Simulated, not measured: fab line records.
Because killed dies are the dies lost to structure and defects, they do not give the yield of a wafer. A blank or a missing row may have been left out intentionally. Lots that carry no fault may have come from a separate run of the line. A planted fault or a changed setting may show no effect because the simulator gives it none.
Which tool is to blame? | flow n5 finfet | 24 lots, 72 wafers sampled, at 3 steps of a route of 1938

## WHAT EACH GAUGE READ, for each wafer
N5_MOL_CONTACT_COAG_CD_MEAS_84: target cd 25.1 nm. Usual: cd nm 24.99 nm, standard deviation 0.28.
lot  | measured     | on        | cd nm (nm)        | flag
L074 | day 5 03:46  | cd sem-02 | 24.85 25.17 25.47 |
L075 | day 5 09:51  | cd sem-03 | 25.00 25.11 24.67 |
L076 | day 5 17:20  | cd sem-03 | 25.30 24.99 24.61 |
L077 | day 5 21:02  | cd sem-02 | 25.01 25.10 24.85 |
L078 | day 6 04:09  | cd sem-03 | 24.95 24.93 24.84 |
L079 | day 6 07:32  | cd sem-02 | 24.39 24.96 24.71 |
L080 | day 6 15:36  | cd sem-02 | 24.90 24.99 24.64 |
L081 | day 7 00:19  | cd sem-01 | 25.02 25.20 24.87 |
L082 | day 7 02:49  | cd sem-01 | 25.26 24.88 24.57 |
L083 | day 7 06:55  | cd sem-03 | 25.14 24.60 24.61 |
L084 | day 7 13:14  | cd sem-03 | 24.99 25.59 25.33 |
L085 | day 7 18:26  | cd sem-03 | 25.59 25.21 24.90 |
L086 | day 8 13:15  | cd sem-02 | 25.39 25.48 24.89 |
L087 | day 8 15:08  | cd sem-02 | 25.07 25.11 25.24 |
L088 | day 8 21:54  | cd sem-03 | 24.69 24.89 25.07 |
L089 | day 8 21:32  | cd sem-01 | 24.75 24.95 24.95 |
L090 | day 9 02:14  | cd sem-01 | 24.64 24.66 25.23 |
L091 | day 9 08:37  | cd sem-01 | 25.14 24.81 25.09 |
L092 | day 9 16:39  | cd sem-02 | 25.25 24.91 25.24 |
L093 | day 10 03:37 | cd sem-01 | 24.79 25.06 25.50 |
L094 | day 10 04:13 | cd sem-02 | 24.96 24.71 24.90 |
L095 | day 10 16:08 | cd sem-03 | 24.76 24.93 25.16 |
L096 | day 10 16:47 | cd sem-03 | 25.18 25.14 25.16 |
L097 | day 10 22:45 | cd sem-01 | 24.72 24.88 24.89 |

## WHAT TOOL EACH LOT RAN ON (gives the tool, then ch and the chambers of the sampled wafers, and finally the start)
lot  | N5_GATE_CUT_ALD_22                | N5_MOL_CONTACT_COAG_STRIP_98
L074 | ald sin-01 ch 0,2,3, day 4 15:44  | rie diel-03 ch 0,1,2, day 4 19:08
L075 | ald sin-01 ch 2,3, day 4 21:00    | rie diel-03 ch 0,1,2, day 5 00:28
L076 | ald sin-02 ch 1,2, day 5 04:35    | rie diel-01 ch 0,1,3, day 5 07:52
L077 | ald sin-04 ch 1,3, day 5 08:08    | rie diel-01 ch 0,1,3, day 5 11:25
L078 | ald sin-01 ch 0,1,2, day 5 15:44  | rie diel-03 ch 0,1,2, day 5 19:10
L079 | ald sin-01 ch 1,2,3, day 5 18:31  | rie diel-01 ch 0,1,2, day 5 22:00
L080 | ald sin-01 ch 0,2, day 6 03:02    | rie diel-05 ch 0,3, day 6 06:52
L081 | ald sin-04 ch 0,3, day 6 08:55    | rie diel-01 ch 0,3, day 6 12:14
L082 | ald sin-01 ch 0,1,3, day 6 15:05  | rie diel-05 ch 0,2, day 6 18:26
L083 | ald sin-04 ch 2,3, day 6 18:51    | rie diel-01 ch 0,2, day 6 22:14
L084 | ald sin-04 ch 0,1,3, day 7 01:42  | rie diel-01 ch 0,1,2, day 7 05:45
L085 | ald sin-04 ch 0,1,3, day 7 06:39  | rie diel-01 ch 1,3, day 7 11:12
L086 | ald sin-01 ch 2,3, day 7 17:14    | rie diel-01 ch 0,1,3, day 7 20:37
L087 | ald sin-04 ch 2,3, day 7 22:53    | rie diel-03 ch 0,1,2, day 8 02:10
L088 | ald sin-04 ch 0,1,2, day 8 02:46  | rie diel-03 ch 0,2, day 8 06:02
L089 | ald sin-02 ch 2,3, day 8 07:33    | rie diel-01 ch 2,3, day 8 10:57
L090 | ald sin-01 ch 0,1,3, day 8 13:16  | rie diel-05 ch 0,2, day 8 16:49
L091 | ald sin-01 ch 0,1,3, day 8 19:16  | rie diel-01 ch 0,1,2, day 8 22:50
L092 | ald sin-01 ch 2,3, day 9 03:03    | rie diel-01 ch 0,1,2, day 9 06:25
L093 | ald sin-04 ch 0,1,3, day 9 13:44  | rie diel-03 ch 0,1, day 9 17:00
L094 | ald sin-04 ch 1,2,3, day 9 15:14  | rie diel-05 ch 0,2,3, day 9 18:59
L095 | ald sin-04 ch 0,1,3, day 10 02:25 | rie diel-01 ch 0,1, day 10 06:02
L096 | ald sin-02 ch 0,1, day 10 03:16   | rie diel-05 ch 1,2,3, day 10 06:40
L097 | ald sin-02 ch 0,1, day 10 09:44   | rie diel-01 ch 0,2, day 10 13:52
- N5_GATE_CUT_ALD_22: deposits SiNx, target thk 16 nm, pulse time 1 s, ald cycles 320.
- N5_MOL_CONTACT_COAG_STRIP_98: strips in N2/H2.

## AS READ BY THE TOOLS THEMSELVES (means over the sampled wafers that have a number; for cases with no such wafer, the mark the record gives instead)
N5_GATE_CUT_ALD_22. Usual: heater power w 875 W, standard deviation 75; precursor pulse height rel 1.001, standard deviation 0.018.
lot  | tool       | heater power w (W) | precursor pulse height rel | flag
L074 | ald sin-01 | 870                | 1.000                      |
L075 | ald sin-01 | 859                | 1.003                      |
L076 | ald sin-02 | 875                | 0.999                      |
L077 | ald sin-04 | 799                | 0.996                      |
L078 | ald sin-01 | 838                | 1.003                      |
L079 | ald sin-01 | 847                | 1.001                      |
L080 | ald sin-01 | 842                | 1.019                      |
L081 | ald sin-04 | 808                | 0.986                      |
L082 | ald sin-01 | 865                | 0.997                      |
L083 | ald sin-04 | 863                | 1.010                      |
L084 | ald sin-04 | 887                | 1.008                      |
L085 | ald sin-04 | 878                | 1.012                      |
L086 | ald sin-01 | 863                | 1.008                      |
L087 | ald sin-04 | 786                | 0.994                      |
L088 | ald sin-04 | 956                | 1.009                      |
L089 | ald sin-02 | 881                | 0.999                      |
L090 | ald sin-01 | 852                | 0.988                      |
L091 | ald sin-01 | 853                | 0.968                      |
L092 | ald sin-01 | 859                | 0.995                      |
L093 | ald sin-04 | 884                | 1.007                      |
L094 | ald sin-04 | 867                | 1.012                      |
L095 | ald sin-04 | 889                | 0.999                      |
L096 | ald sin-02 | 856                | 0.995                      |
L097 | ald sin-02 | 861                | 0.990                      |

N5_MOL_CONTACT_COAG_STRIP_98. Usual: drypump motor current A 5.7 A, standard deviation 0.39; oes product au 0.79 a.u., standard deviation 0.099; rf vpp V 54.3 V, standard deviation 1.5; showerhead plenum p Torr 3.40 Torr, standard deviation 0.12; throttle valve pct 18.87 %, standard deviation 0.24.
lot  | tool        | drypump motor current A (A) | oes product au (a.u.) | rf vpp V (V) | showerhead plenum p Torr (Torr) | throttle valve pct (%) | flag
L074 | rie diel-03 | 5.8                         | 0.71                  | 55.7         | 3.38                            | 18.91                  |
L075 | rie diel-03 | 5.8                         | 0.70                  | 54.2         | 3.38                            | 18.91                  |
L076 | rie diel-01 | 5.7                         | 0.83                  | 54.0         | 3.39                            | 18.93                  |
L077 | rie diel-01 | 5.7                         | 0.83                  | 54.5         | 3.39                            | 18.94                  |
L078 | rie diel-03 | 5.8                         | 0.70                  | 53.8         | 3.37                            | 18.93                  |
L079 | rie diel-01 | 5.6                         | 0.90                  | 54.7         | 3.47                            | 18.67                  |
L080 | rie diel-05 | 6.1                         | 0.72                  | 53.8         | 3.18                            | 18.84                  |
L081 | rie diel-01 | 5.5                         | 0.74                  | 54.7         | 3.30                            | 19.25                  |
L082 | rie diel-05 | 6.1                         | 0.71                  | 53.3         | 3.28                            | 18.90                  |
L083 | rie diel-01 | 5.3                         | 0.85                  | 55.6         | 3.49                            | 18.63                  |
L084 | rie diel-01 | 5.6                         | 0.88                  | 52.6         | 3.46                            | 18.66                  |
L085 | rie diel-01 | 5.8                         | 0.94                  | 53.5         | 3.53                            | 19.00                  |
L086 | rie diel-01 | 5.7                         | 0.89                  | 53.8         | 3.51                            | 18.84                  |
L087 | rie diel-03 | 5.8                         | 0.68                  | 54.2         | 3.36                            | 18.98                  |
L088 | rie diel-03 | 5.9                         | 0.70                  | 53.9         | 3.41                            | 19.02                  |
L089 | rie diel-01 | 5.6                         | 0.90                  | 54.2         | 3.47                            | 18.87                  |
L090 | rie diel-05 | 6.2                         | 0.73                  | 54.4         | 3.38                            | 18.92                  |
L091 | rie diel-01 | 5.6                         | 0.86                  | 55.9         | 3.45                            | 18.69                  |
L092 | rie diel-01 | 5.6                         | 0.84                  | 53.4         | 3.45                            | 18.69                  |
L093 | rie diel-03 | 6.2                         | 0.79                  | 53.9         | 3.41                            | 18.88                  |
L094 | rie diel-05 | 6.1                         | 0.71                  | 55.5         | 3.27                            | 18.86                  |
L095 | rie diel-01 | 5.8                         | 0.83                  | 54.5         | 3.44                            | 18.72                  |
L096 | rie diel-05 | 5.9                         | 0.70                  | 54.6         | 3.31                            | 18.85                  |
L097 | rie diel-01 | 5.5                         | 0.83                  | 54.3         | 3.44                            | 18.72                  |

## THE ANSWER, worked out from the rows above alone
Rule: a lot is off if the mean of its wafers that have a number lies more than 3 standard deviations from the usual mean. Also off: a lot with no number at a reading for which 4 or more lots have one. The other lots that the step has rows for count as sound. The gauges are gone through in route order, then the tools' own readings, and for those a lot's mean is taken as printed above. The first step at which some lot is off is used, and at that step the reading that is off furthest; a lot without a number counts as furthest.
Nothing can be told from this: no lot is off at any reading shown.

## WHAT THE SIMULATOR PUT IN
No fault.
